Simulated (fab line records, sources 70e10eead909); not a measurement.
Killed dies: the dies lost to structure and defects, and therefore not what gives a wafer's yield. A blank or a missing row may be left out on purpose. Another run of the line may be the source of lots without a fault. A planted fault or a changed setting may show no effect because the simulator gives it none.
Which tool is to blame? -- flow nand_harc -- 13 lots with 39 wafers sampled at 5 steps, on a route of 1302 steps

WHAT THE GAUGES SHOWED, per wafer
NHARC_THIN_TSV_THK_MEAS_02: measures by ir.
lot,measured,on,thk_nm (nm)
L125,day 23 17:22,film_metro-02,3038 3108 3127
L126,day 23 19:46,film_metro-01,3023 3392 3350
L128,day 25 04:05,film_metro-01,2845 2823 2710
L129,day 25 12:14,film_metro-01,3075 2915 2963
L131,day 25 15:52,film_metro-02,2574 2692 2623
L132,day 27 05:46,film_metro-01,2539 3035 2752
L134,day 27 04:33,film_metro-01,3033 2813 3271
L135,day 28 14:59,film_metro-01,2870 2804 2882
L136,day 28 13:46,film_metro-01,2935 2964 2814
L139,day 29 12:14,film_metro-01,2833 3041 2960
L144,day 32 02:41,film_metro-02,3015 3246 3046
L145,day 32 21:00,film_metro-02,3276 3293 3453
L146,day 32 13:21,film_metro-02,3170 3075 3236

NHARC_END_SORT_01.
lot,measured,on,killed_at_array,killed_at_other,killed_at_periphery,killed_dies,killed_open,killed_short
L145,day 33 12:43,prober-01,111 125 116,1 0 0,2 1 3,114 126 119,1 2 4,1 2 3
L146,day 33 06:34,prober-01,111 122 123,2 0 1,4 6 1,117 128 125,4 2 2,1 3 3

WHICH TOOL RAN EACH LOT (tool, then ch and the chambers of the sampled wafers, then the start)
lot,NHARC_A_CHANNEL_FILL_D2_ALD_15,NHARC_THIN_TSV_DEGAS_53,NHARC_THIN_TSV_ETCH_59
L125,"ald_sin_batch-01 ch 0, day 13 21:22","pvd_sputter-03, day 24 02:28","rie_metal-02 ch 0,1, day 24 03:56"
L126,"ald_sin_batch-01 ch 0, day 13 21:22","pvd_sputter-02, day 24 03:07","rie_metal-01 ch 0, day 24 04:34"
L128,"ald_sin_batch-03 ch 0, day 15 13:04","pvd_sputter-03, day 25 09:46","rie_metal-03 ch 0,1, day 25 11:11"
L129,"ald_sin_batch-03 ch 0, day 15 13:04","pvd_sputter-03, day 25 18:04","rie_metal-02 ch 0,1, day 25 19:33"
L131,"ald_sin_batch-01 ch 0, day 16 10:18","pvd_sputter-01, day 25 21:44","rie_metal-03 ch 0,1, day 25 23:02"
L132,"ald_sin_batch-02 ch 0, day 17 05:35","pvd_sputter-02, day 27 11:35","rie_metal-03 ch 0,1, day 27 12:57"
L134,"ald_sin_batch-02 ch 0, day 17 05:35","pvd_sputter-01, day 27 10:23","rie_metal-03 ch 0,1, day 27 11:50"
L135,"ald_sin_batch-03 ch 0, day 18 10:22","pvd_sputter-01, day 28 21:00","rie_metal-02 ch 0,1, day 28 22:28"
L136,"ald_sin_batch-02 ch 0, day 18 16:47","pvd_sputter-03, day 28 19:57","rie_metal-03 ch 0,1, day 28 21:25"
L139,"ald_sin_batch-02 ch 0, day 19 17:34","pvd_sputter-02, day 29 18:04","rie_metal-03 ch 0,1, day 29 19:25"
L144,"ald_sin_batch-02 ch 0, day 21 17:11","pvd_sputter-01, day 32 08:30","rie_metal-03 ch 0,1, day 32 09:48"
L145,"ald_sin_batch-02 ch 0, day 22 12:29","pvd_sputter-01, day 33 02:53","rie_metal-01 ch 0,1, day 33 04:19"
L146,"ald_sin_batch-02 ch 0, day 22 12:29","pvd_sputter-02, day 32 19:11","rie_metal-03 ch 0,1, day 32 20:41"
- NHARC_A_CHANNEL_FILL_D2_ALD_15: deposits SiNx, target thk 2 nm, pulse time 60 s, ald cycles 19.
- NHARC_THIN_TSV_DEGAS_53: time 60 s.
- NHARC_THIN_TSV_ETCH_59: etches the open film in Cl2/BCl3, target depth 880 nm, time 138.1 s.

AS READ BY THE TOOLS THEMSELVES (means over the sampled wafers that have a number; for cases with no such wafer, the mark the record gives instead)
NHARC_A_CHANNEL_FILL_D2_ALD_15.
lot,tool,precursor_pulse_height_rel
L125,ald_sin_batch-01,0.992
L126,ald_sin_batch-01,1.016
L128,ald_sin_batch-03,1.022
L129,ald_sin_batch-03,1.005
L131,ald_sin_batch-01,1.004
L132,ald_sin_batch-02,0.988
L134,ald_sin_batch-02,0.995
L135,ald_sin_batch-03,1.016
L136,ald_sin_batch-02,0.994
L139,ald_sin_batch-02,1.014
L144,ald_sin_batch-02,1.005
L145,ald_sin_batch-02,1.010
L146,ald_sin_batch-02,0.994

NHARC_THIN_TSV_DEGAS_53.
lot,tool,heater_power_w (W)
L125,pvd_sputter-03,433
L126,pvd_sputter-02,525
L128,pvd_sputter-03,422
L129,pvd_sputter-03,445
L131,pvd_sputter-01,462
L132,pvd_sputter-02,456
L134,pvd_sputter-01,439
L135,pvd_sputter-01,454
L136,pvd_sputter-03,427
L139,pvd_sputter-02,472
L144,pvd_sputter-01,489
L145,pvd_sputter-01,502
L146,pvd_sputter-02,496

NHARC_THIN_TSV_ETCH_59.
lot,tool,drypump_motor_current_A (A),oes_product_au (a.u.),throttle_valve_pct (%)
L125,rie_metal-02,5.4,0.996,22.266
L126,rie_metal-01,5.5,1.004,22.256
L128,rie_metal-03,5.8,0.996,22.259
L129,rie_metal-02,5.4,1.006,22.254
L131,rie_metal-03,5.5,0.990,22.263
L132,rie_metal-03,5.9,1.000,22.263
L134,rie_metal-03,5.8,1.001,22.269
L135,rie_metal-02,5.6,1.006,22.264
L136,rie_metal-03,5.8,0.997,22.253
L139,rie_metal-03,5.9,0.994,22.260
L144,rie_metal-03,5.5,0.986,22.272
L145,rie_metal-01,5.6,1.006,22.265
L146,rie_metal-03,5.8,1.002,22.273

THE ANSWER, worked out from the rows above alone
Rule: what is usual is taken from the lots themselves. The widest of any qualifying gaps counts: lots, ordered by their means at a reading, are off when they make up no more than a third of the lots, leave a main group of 4 or more, and stand apart from it by 3 or more times the standard deviation of that group's means. If all means in a main group match to the digits the tables above print for the reading, that group is not used. A lot without any number at a reading at which 4 lots or more have one is off too. Any other lot the step has rows for is counted as sound. First the gauges in route order, then the tools' own readings, where a lot's mean is used as printed above. The first step at which some lot is off is used, and at that step the reading that is off furthest; a lot without a number counts as furthest.
None of the lots is off at any reading shown; this tells nothing.

WHAT HAD BEEN PUT IN BY THE SIMULATOR
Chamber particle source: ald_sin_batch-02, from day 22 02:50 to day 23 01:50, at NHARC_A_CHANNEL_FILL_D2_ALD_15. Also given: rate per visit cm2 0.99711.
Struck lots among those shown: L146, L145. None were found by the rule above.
